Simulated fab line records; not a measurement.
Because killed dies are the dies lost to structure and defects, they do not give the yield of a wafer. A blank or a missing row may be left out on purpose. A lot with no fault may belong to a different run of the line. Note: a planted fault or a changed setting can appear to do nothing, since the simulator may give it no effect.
Which of the tools did it?	flow n5_finfet	31 wafers from 11 lots sampled at 5 of the route's 1938 steps

== WHAT EACH GAUGE READ, for each wafer ==
The record holds no reading of a measuring or inspecting step that can be judged against a usual standard deviation.

== WHAT TOOL EACH LOT RAN ON (gives the tool, then ch and the chambers of the sampled wafers, and finally the start) ==
lot	N5_BEOL_M12_ETCH_59	N5_BEOL_M12_STRIP_37	N5_BEOL_M12_SPUTTER_43	N5_BEOL_M12_CMP_49	N5_PASSIVATION_PROBE_49
L658	rie_diel-04 ch 0,1,3, day 10 11:47	plasma_asher-02 ch 0,1, day 10 13:29	pvd_sputter-03, day 10 14:16	cmp-01 ch 1,3, day 10 15:13	prober-01, day 12 15:05
L665	rie_diel-01 ch 0,2,3, day 12 21:07	plasma_asher-02 ch 0,1, day 12 22:46	pvd_sputter-02, day 13 00:24	cmp-02 ch 0,2,3, day 13 01:07	prober-02, day 14 13:04
L666	rie_diel-01 ch 0,1,2, day 13 06:50	plasma_asher-02 ch 0,1, day 13 08:24	pvd_sputter-02, day 13 10:05	cmp-04 ch 0,1,3, day 13 11:37	-
L668	rie_diel-03 ch 2,3, day 13 16:39	plasma_asher-02 ch 0,1, day 13 18:05	pvd_sputter-02, day 13 19:04	cmp-02 ch 0,2, day 13 19:47	prober-01, day 15 04:51
L667	rie_diel-03 ch 1,2,3, day 13 18:03	plasma_asher-02 ch 0,1, day 13 19:29	pvd_sputter-01, day 13 20:49	cmp-04 ch 0,3, day 13 22:08	-
L669	rie_diel-03 ch 0,2,3, day 13 18:49	plasma_asher-02 ch 0,1, day 13 21:44	pvd_sputter-01, day 14 00:35	cmp-04 ch 0,1,3, day 14 01:19	prober-01, day 15 10:35
L671	rie_diel-03 ch 0,1, day 13 20:49	plasma_asher-02 ch 0,1, day 14 00:19	pvd_sputter-03, day 14 06:37	cmp-04 ch 0,3, day 14 07:27	prober-02, day 15 15:01
L670	rie_diel-04 ch 0,1,3, day 14 03:47	plasma_asher-01 ch 0,1, day 14 05:47	pvd_sputter-02, day 14 06:47	cmp-01 ch 0,1,3, day 14 07:32	prober-02, day 15 20:04
L673	rie_diel-03 ch 0,3, day 14 09:22	plasma_asher-02 ch 0, day 14 11:14	pvd_sputter-02, day 14 14:14	cmp-04 ch 0,3, day 14 15:20	prober-02, day 16 01:59
L678	rie_diel-04 ch 0, day 16 09:20	plasma_asher-02 ch 0,1, day 16 11:44	pvd_sputter-02, day 16 13:47	cmp-04 ch 1,3, day 16 14:38	-
L680	rie_diel-03 ch 1,2, day 16 15:18	plasma_asher-01 ch 0, day 16 17:35	pvd_sputter-03, day 16 22:47	cmp-04 ch 3, day 16 23:39	prober-02, day 19 04:22
- N5_BEOL_M12_ETCH_59: etches BARC in N2/H2, target depth 89 nm, overetch 26.7 nm, time 67.9 s.
- N5_BEOL_M12_STRIP_37: strips in N2/H2.
- N5_BEOL_M12_SPUTTER_43: material TaN, target thk 15 nm, time 24.19 s.
- N5_BEOL_M12_CMP_49: polishes, stops on SiOC, t overpolish 20.6 s, target thk 320 nm.
- N5_PASSIVATION_PROBE_49

== WHAT THE TOOLS THEMSELVES READ (means of the sampled wafers that have a number; where no wafer has one, the mark that the record gives instead) ==
N5_BEOL_M12_ETCH_59.
lot	tool	drypump_motor_current_A (A)	oes_product_au (a.u.)	rf_vpp_V (V)	showerhead_plenum_p_Torr (Torr)	throttle_valve_pct (%)
L658	rie_diel-04	6.0	0.65	525.2	2.57	17.99
L665	rie_diel-01	5.6	0.63	524.8	2.53	17.85
L666	rie_diel-01	5.2	0.67	523.2	2.51	17.82
L668	rie_diel-03	5.7	0.71	524.4	2.57	17.62
L667	rie_diel-03	5.5	0.67	524.2	2.55	17.69
L669	rie_diel-03	5.5	0.68	526.9	2.58	17.62
L671	rie_diel-03	5.4	0.64	524.7	2.57	17.70
L670	rie_diel-04	6.0	0.72	524.2	2.56	17.90
L673	rie_diel-03	5.5	0.68	527.2	2.62	17.60
L678	rie_diel-04	6.0	0.60	523.4	2.50	18.24
L680	rie_diel-03	5.3	0.60	523.5	2.50	17.80

N5_BEOL_M12_STRIP_37.
lot	tool	drypump_motor_current_A (A)	heater_power_w (W)	oes_product_au (a.u.)
L658	plasma_asher-02	6.1	362	0.786
L665	plasma_asher-02	6.4	351	0.797
L666	plasma_asher-02	6.0	366	0.788
L668	plasma_asher-02	6.4	350	0.784
L667	plasma_asher-02	6.4	348	0.789
L669	plasma_asher-02	6.4	348	0.788
L671	plasma_asher-02	6.1	363	0.801
L670	plasma_asher-01	5.7	329	0.793
L673	plasma_asher-02	6.8	333	0.791
L678	plasma_asher-02	6.2	354	0.790
L680	plasma_asher-01	6.1	332	0.784

N5_BEOL_M12_SPUTTER_43.
lot	tool	substrate_temp_c (C)	throttle_valve_pct (%)
L658	pvd_sputter-03	50.03	30.3
L665	pvd_sputter-02	50.13	29.7
L666	pvd_sputter-02	49.92	29.6
L668	pvd_sputter-02	49.98	29.7
L667	pvd_sputter-01	50.01	31.0
L669	pvd_sputter-01	50.07	30.7
L671	pvd_sputter-03	50.01	29.9
L670	pvd_sputter-02	49.98	29.9
L673	pvd_sputter-02	49.94	31.2
L678	pvd_sputter-02	49.86	30.4
L680	pvd_sputter-03	49.83	29.0

N5_BEOL_M12_CMP_49.
lot	tool	barrier_field_endpoint_s (s)	motor_current_A (A)	overpolish_run_s (s)	platen_rpm (rpm)
L658	cmp-01	29.9	6.2	20.600	49.99
L665	cmp-02	30.1	5.7	20.604	50.02
L666	cmp-04	30.3	6.1	20.605	50.00
L668	cmp-02	29.6	5.7	20.600	50.03
L667	cmp-04	30.2	5.7	20.589	50.01
L669	cmp-04	29.4	5.9	20.596	49.99
L671	cmp-04	29.5	5.7	20.595	50.02
L670	cmp-01	29.9	5.9	20.600	49.99
L673	cmp-04	30.0	5.7	20.606	50.00
L678	cmp-04	23.9	6.2	20.609	50.03
L680	cmp-04	16.5	5.8	20.608	49.98

N5_PASSIVATION_PROBE_49.
lot	tool	defect_limited_yield (%)	killed_at_M0_to_M3	killed_at_M4_up	killed_at_contacts	killed_at_front_end	killed_at_other	killed_dies	killed_on_rim	killed_open	killed_short	sort_bin_5_function (%)	sort_bin_6_memory (%)	sort_n_pass	sort_yield_pct (%)
L658	prober-01	90.9	29	8	16	43	12	107	17	72	34	5.3	3.4	1073	90.9
L665	prober-02	91.3	34	11	7	45	5	103	12	59	43	5.1	3.0	1077	91.3
L668	prober-01	90.0	37	21	10	48	2	119	15	78	39	6.0	3.5	1061	90.0
L669	prober-01	90.7	41	15	18	32	3	109	13	69	39	5.9	3.0	1071	90.7
L671	prober-02	90.3	27	17	23	43	5	115	13	73	40	5.5	3.7	1065	90.3
L670	prober-02	90.1	34	16	10	47	10	117	14	75	39	5.7	3.8	1063	90.1
L673	prober-02	91.8	22	15	17	40	2	96	14	60	35	4.7	3.1	1084	91.8
L680	prober-02	92.8	30	8	4	42	2	84	8	56	28	4.2	2.6	1096	92.8

== THE ANSWER, worked out from the rows above alone ==
Rule: the lots themselves supply what counts as usual. Put in order of their means at a reading, lots are off if they are a third of the lots or fewer, leave a main group of 4 or more, and stand apart from it by a gap of 3 or more times the standard deviation of the main group's means; of several such gaps the widest counts. If all means in a main group match to the digits the tables above print for the reading, that group is not used. Also off: a lot with no number at a reading for which 4 or more lots have one. All remaining lots with rows at the step are treated as sound. Order of review: gauges by route order, followed by the tools' own readings, for which a lot's mean as printed above is used. The first step at which some lot is off is used, and at that step the reading that is off furthest; a lot without a number counts as furthest.
Off at N5_BEOL_M12_CMP_49 (barrier_field_endpoint_s): L678, L680. The main group has a mean of 29.9 s with a standard deviation of 0.3.
A tool fits if, at that step or a process step before it, it ran every lot that is off, and no sound lot after the first of them. One candidate fits, namely cmp-04 at N5_BEOL_M12_CMP_49. A fault onset in the window from L673 (day 14 15:20, its last sound lot) to L678 (day 16 14:38, its first lot off) fits.
The tool's own readings at N5_BEOL_M12_CMP_49 bear it out: on the lots that are off they differ by more than 5 times the standard deviation of the sound lots' means. barrier_field_endpoint_s reads 20.2 s there against 29.9 s on the sound lots.

== WHAT THE SIMULATOR HAD INSERTED ==
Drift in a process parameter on cmp-04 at N5_BEOL_M12_CMP_49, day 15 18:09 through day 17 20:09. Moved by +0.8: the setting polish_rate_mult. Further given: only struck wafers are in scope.
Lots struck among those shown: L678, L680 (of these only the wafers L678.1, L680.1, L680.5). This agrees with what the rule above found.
